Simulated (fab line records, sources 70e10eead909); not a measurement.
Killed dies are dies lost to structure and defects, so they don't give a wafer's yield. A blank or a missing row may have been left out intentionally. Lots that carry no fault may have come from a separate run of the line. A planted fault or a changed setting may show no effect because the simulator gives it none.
Chamber matching | flow nand harc | 4 sister chambers for NHARC_P_M2_ETCH_35 on rie diel-02
The step etches the open film in N2/H2, target depth 40 nm, overetch 12 nm, time 43.94 s. 7 wafers are shown with their chamber, then 7 later ones without.

== EACH WAFER AND ITS CHAMBER ==
wafer  | chamber | showerhead plenum p Torr (Torr) | drypump motor current A (A)
L076.1 | 3       | 2.15                            | 6.2
L080.4 | 0       | 2.09                            | 5.6
L080.5 | 2       | 1.96                            | 5.2
L088.1 | 0       | 2.09                            | 5.6
L088.5 | 1       | 2.06                            | 5.3
L090.1 | 1       | 2.06                            | 5.4
L090.5 | 2       | 1.95                            | 5.3

== WAFERS MISSING THEIR CHAMBER ==
wafer  | showerhead plenum p Torr (Torr) | drypump motor current A (A)
L090.6 | 2.15                            | 6.2
L092.1 | 2.06                            | 5.4
L092.3 | 2.15                            | 6.2
L092.6 | 2.06                            | 5.3
L096.1 | 1.95                            | 5.3
L096.2 | 2.06                            | 5.4
L096.3 | 2.15                            | 6.2

== CHAMBER TAKEN BY EACH ==
wafer  | from the rows above | in truth
L090.6 | 3                   | 3
L092.1 | 1                   | 1
L092.3 | 3                   | 3
L092.6 | 1                   | 1
L096.1 | 2                   | 2
L096.2 | 1                   | 1
L096.3 | 3                   | 3
7 of 7 placed correctly. Not placeable from these rows: 0. Wrongly placed: 0.
How it was worked out, from the rows above alone: a wafer's distance from a chamber is the root of the sum, over the readings, of the square of ((its reading less the chamber's mean) divided by the reading's scatter). The wafer belongs to the nearest chamber; if the next one is less than 2 further off, it can't be placed. For every chamber, the mean is computed from those of its wafers that are shown. The scatter: the root of (the sum of the squares of (reading less its chamber's mean) over the shown wafers, divided by (wafers less chambers)).
